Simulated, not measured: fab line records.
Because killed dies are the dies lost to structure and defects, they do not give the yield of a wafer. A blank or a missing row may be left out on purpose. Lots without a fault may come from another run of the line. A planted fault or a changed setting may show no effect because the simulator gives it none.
Struck lot and sound lot, side by side / flow nandHarc / 15 out of 1159 route steps
Sound: the wafers L325.1, L325.3, L325.4. The struck wafers were L331.1, L331.2, L331.3. The cause is named last.
Order at every step that has rows: each side's tool, ch and its chambers, its first start. Under that, the readings that differ: sound wafers / struck wafers / difference of the means / sigmas: that difference in standard deviations of wafers without a fault.
alike: a reading whose means differ by less than 2 such deviations, as well as words and numbers matching on both sides. not compared: withheld readings; readings where some wafer has no value; bounds like >300 that might hide an equal value; numbers whose values overlap and for which the record gives no deviation.
The two part at a step that has a row with sigmas, a row that says differs or no value, or rows on one side only. Non-overlapping numbers with no deviation appear without sigmas and do not part them. A reading missing from all wafers of one side parts the sides only when that side holds two or more wafers.

first, 1 step without rows for these wafers: NHARC_A_ONON_D1_DEP_03 (target thk 1000 nm).
NHARC_A_ONON_D1_THK_MEAS_05: measures by ellipsometry.
  sound on filmMetro-02 at day 9 00:04; struck on filmMetro-01 at day 10 21:00
  alike: thkNm
next comes 1 step that has no rows for these wafers: NHARC_A_ONON_D1_DEP_06 (target thickness 1000 nm).
NHARC_A_ONON_D1_THK_MEAS_08: measures by ellipsometry.
  sound on filmMetro-02 at day 9 00:38; struck on filmMetro-01 at day 10 21:34
  alike: thkNm
next comes 1 step that has no rows for these wafers: NHARC_A_ONON_D1_DEP_09 (target thickness 1000 nm).
NHARC_A_ONON_D1_THK_MEAS_11: measures by ellipsometry.
  sound on filmMetro-01 at day 9 01:14; struck on filmMetro-01 at day 10 22:15
  alike: thkNm
next comes 1 step that has no rows for these wafers: NHARC_A_ONON_D1_DEP_12 (target thickness 1000 nm).
NHARC_A_ONON_D1_THK_MEAS_14: measures by ellipsometry.
  sound on filmMetro-02 at day 9 01:48; struck on filmMetro-01 at day 10 22:50
  alike: thkNm
then, 2 steps without rows for these wafers: NHARC_A_ONON_D1_ANNEAL_15 (time 3600 s); NHARC_A_ONON_D1_DEP_16 (target thk 1000 nm).
NHARC_A_ONON_D1_THK_MEAS_18: measures by ellipsometry.
  sound on filmMetro-01 at day 9 08:53; struck on filmMetro-02 at day 11 05:46
reading=thkNm (nm); sound=995 995 995; struck=1020 1020 1020; difference=+25; sigmas=+3
NHARC_A_ONON_D1_DEP_19: target thk 1000 nm.
  sound on pecvdOnon-02 ch 0, day 9 08:56; struck on pecvdOnon-02 ch 0, day 11 05:49
  alike: n2oFlowSccm
NHARC_A_ONON_D1_THK_MEAS_21: measures by ellipsometry.
  sound on filmMetro-01 at day 9 09:26; struck on filmMetro-01 at day 11 06:20
reading=thkNm (nm); sound=1002 1001 1001; struck=1569 1567 1566; difference=+566; sigmas=+67
then, 2 steps without rows for these wafers: NHARC_A_ONON_D1_DEP_22 (target thk 1000 nm); NHARC_END_SORT_01.

WHERE THEY PART
First at NHARC_A_ONON_D1_THK_MEAS_18; last, within this record, at NHARC_A_ONON_D1_THK_MEAS_21.

WHY: what had been put in by the simulator
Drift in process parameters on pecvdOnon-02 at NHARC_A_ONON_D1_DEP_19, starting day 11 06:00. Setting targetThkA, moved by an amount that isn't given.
